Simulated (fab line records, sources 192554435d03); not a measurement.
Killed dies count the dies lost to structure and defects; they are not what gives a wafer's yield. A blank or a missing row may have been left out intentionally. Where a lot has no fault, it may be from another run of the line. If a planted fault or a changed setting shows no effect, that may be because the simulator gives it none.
Matching of chambers / flow n5 finfet / 3 sister chambers for N5_BEOL_M10_PECVD_70 on pecvd-03
The step deposits SiO2 from TEOS/O2, target thk 20 nm, time 22.7 s. 14 wafers are shown with their chamber, then 7 later ones without.

== EACH WAFER AND ITS CHAMBER ==
wafer=L125.3; chamber=0; showerhead plenum p Torr (Torr)=8.71; throttle valve pct (%)=24.7; heater power w (W)=687
wafer=L125.5; chamber=1; showerhead plenum p Torr (Torr)=8.71; throttle valve pct (%)=22.6; heater power w (W)=623
wafer=L125.6; chamber=0; showerhead plenum p Torr (Torr)=8.72; throttle valve pct (%)=24.8; heater power w (W)=672
wafer=L127.2; chamber=1; showerhead plenum p Torr (Torr)=8.68; throttle valve pct (%)=22.4; heater power w (W)=605
wafer=L127.3; chamber=0; showerhead plenum p Torr (Torr)=8.71; throttle valve pct (%)=24.8; heater power w (W)=719
wafer=L127.4; chamber=1; showerhead plenum p Torr (Torr)=8.70; throttle valve pct (%)=22.4; heater power w (W)=604
wafer=L136.1; chamber=1; showerhead plenum p Torr (Torr)=8.72; throttle valve pct (%)=22.4; heater power w (W)=632
wafer=L136.2; chamber=0; showerhead plenum p Torr (Torr)=8.71; throttle valve pct (%)=24.5; heater power w (W)=703
wafer=L136.4; chamber=0; showerhead plenum p Torr (Torr)=8.70; throttle valve pct (%)=24.8; heater power w (W)=705
wafer=L143.1; chamber=1; showerhead plenum p Torr (Torr)=8.71; throttle valve pct (%)=22.2; heater power w (W)=588
wafer=L143.5; chamber=0; showerhead plenum p Torr (Torr)=8.70; throttle valve pct (%)=24.7; heater power w (W)=654
wafer=L143.6; chamber=2; showerhead plenum p Torr (Torr)=8.87; throttle valve pct (%)=22.3; heater power w (W)=661
wafer=L144.1; chamber=1; showerhead plenum p Torr (Torr)=8.72; throttle valve pct (%)=22.5; heater power w (W)=672
wafer=L144.2; chamber=2; showerhead plenum p Torr (Torr)=8.87; throttle valve pct (%)=21.8; heater power w (W)=793

SIGNATURES (means of the wafers above)
reading=showerhead plenum p Torr; chamber 0=8.7083; chamber 1=8.7067; chamber 2=8.8700; scatter within a chamber=0.0113
reading=throttle valve pct; chamber 0=24.717; chamber 1=22.417; chamber 2=22.050; scatter within a chamber=0.16
reading=heater power w; chamber 0=690.00; chamber 1=620.67; chamber 2=727.00; scatter within a chamber=38.1
Rule: for each reading, subtract the chamber's mean from the wafer's reading, divide by that reading's scatter and square the result; add these up over the readings and take the root, which gives the wafer's distance from the chamber. If the next closest chamber is less than 2 further off than the closest, the wafer can't be placed; otherwise it belongs to the closest. How the scatter is found: for the shown wafers, subtract from each reading the mean of its chamber, square and add these, divide the total by (wafers less chambers), then take the root.

== WAFERS WHOSE CHAMBER IS MISSING ==
wafer=L144.5; showerhead plenum p Torr (Torr)=8.71; throttle valve pct (%)=24.7; heater power w (W)=733
wafer=L146.3; showerhead plenum p Torr (Torr)=8.88; throttle valve pct (%)=22.2; heater power w (W)=654
wafer=L146.5; showerhead plenum p Torr (Torr)=8.71; throttle valve pct (%)=22.6; heater power w (W)=594
wafer=L146.6; showerhead plenum p Torr (Torr)=8.88; throttle valve pct (%)=22.1; heater power w (W)=650
wafer=L145.2; showerhead plenum p Torr (Torr)=8.86; throttle valve pct (%)=22.0; heater power w (W)=764
wafer=L145.4; showerhead plenum p Torr (Torr)=8.69; throttle valve pct (%)=24.9; heater power w (W)=704
wafer=L145.6; showerhead plenum p Torr (Torr)=8.91; throttle valve pct (%)=22.0; heater power w (W)=757

== EACH ONE'S CHAMBER ==
wafer=L144.5; from the rows above=0; in truth=0
wafer=L146.3; from the rows above=2; in truth=2
wafer=L146.5; from the rows above=1; in truth=1
wafer=L146.6; from the rows above=2; in truth=2
wafer=L145.2; from the rows above=2; in truth=2
wafer=L145.4; from the rows above=0; in truth=0
wafer=L145.6; from the rows above=2; in truth=2
Correct placement for 7 of the 7. Not placeable from these rows: 0. Placed wrongly: 0.
